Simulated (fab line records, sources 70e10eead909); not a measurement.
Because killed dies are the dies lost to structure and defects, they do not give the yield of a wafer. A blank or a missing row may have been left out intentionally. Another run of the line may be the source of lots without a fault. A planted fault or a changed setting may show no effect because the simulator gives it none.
Matching of chambers | flow nand harc | rie diel-01 running NHARC_A_STAIRCASE_DESCUM_443: 4 sister chambers
The step chemistry O2, time 3 s. 8 wafers are shown with their chamber, then 9 later ones without.

## WAFERS WITH THEIR CHAMBER
wafer  | chamber | drypump motor current A (A) | showerhead plenum p Torr (Torr)
L077.3 | 0       | 5.4                         | 1.77
L079.5 | 0       | 5.4                         | 2.08
L080.5 | 3       | 6.1                         | 1.83
L082.1 | 3       | 6.0                         | 1.83
L082.5 | 2       | 5.7                         | 2.07
L081.3 | 2       | 5.7                         | 2.07
L081.4 | 1       | 5.9                         | 1.86
L081.6 | 1       | 5.9                         | 1.86

## WAFERS MISSING THEIR CHAMBER
wafer  | drypump motor current A (A) | showerhead plenum p Torr (Torr)
L086.2 | 6.0                         | 1.82
L086.3 | 5.9                         | 1.86
L086.5 | 5.7                         | 2.07
L088.2 | 5.4                         | 2.07
L088.4 | 5.6                         | 2.07
L088.5 | 5.9                         | 1.86
L090.3 | 5.9                         | 1.85
L090.5 | 6.1                         | 1.82
L090.6 | 5.4                         | 2.07

## CHAMBER TAKEN BY EACH
wafer  | from the rows above     | in truth
L086.2 | can't be placed: 3 or 1 | 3
L086.3 | 1                       | 1
L086.5 | 2                       | 2
L088.2 | 0                       | 0
L088.4 | 2                       | 2
L088.5 | 1                       | 1
L090.3 | 1                       | 1
L090.5 | 3                       | 3
L090.6 | 0                       | 0
8 of 9 placed correctly. Can't be placed from these rows: 1 (the true chamber is among the candidates in 1). Wrongly placed: 0.
How it was worked out, from the rows above alone: a wafer's distance from a chamber is the root of the sum, over the readings, of the square of ((its reading less the chamber's mean) divided by the reading's scatter). If the next closest chamber is less than 2 further off than the closest, the wafer can't be placed; otherwise it belongs to the closest. A chamber's mean is the mean of its shown wafers. The scatter: take each reading less its chamber's mean, square it, sum over the shown wafers, divide by the number of wafers less the number of chambers, and take the root.
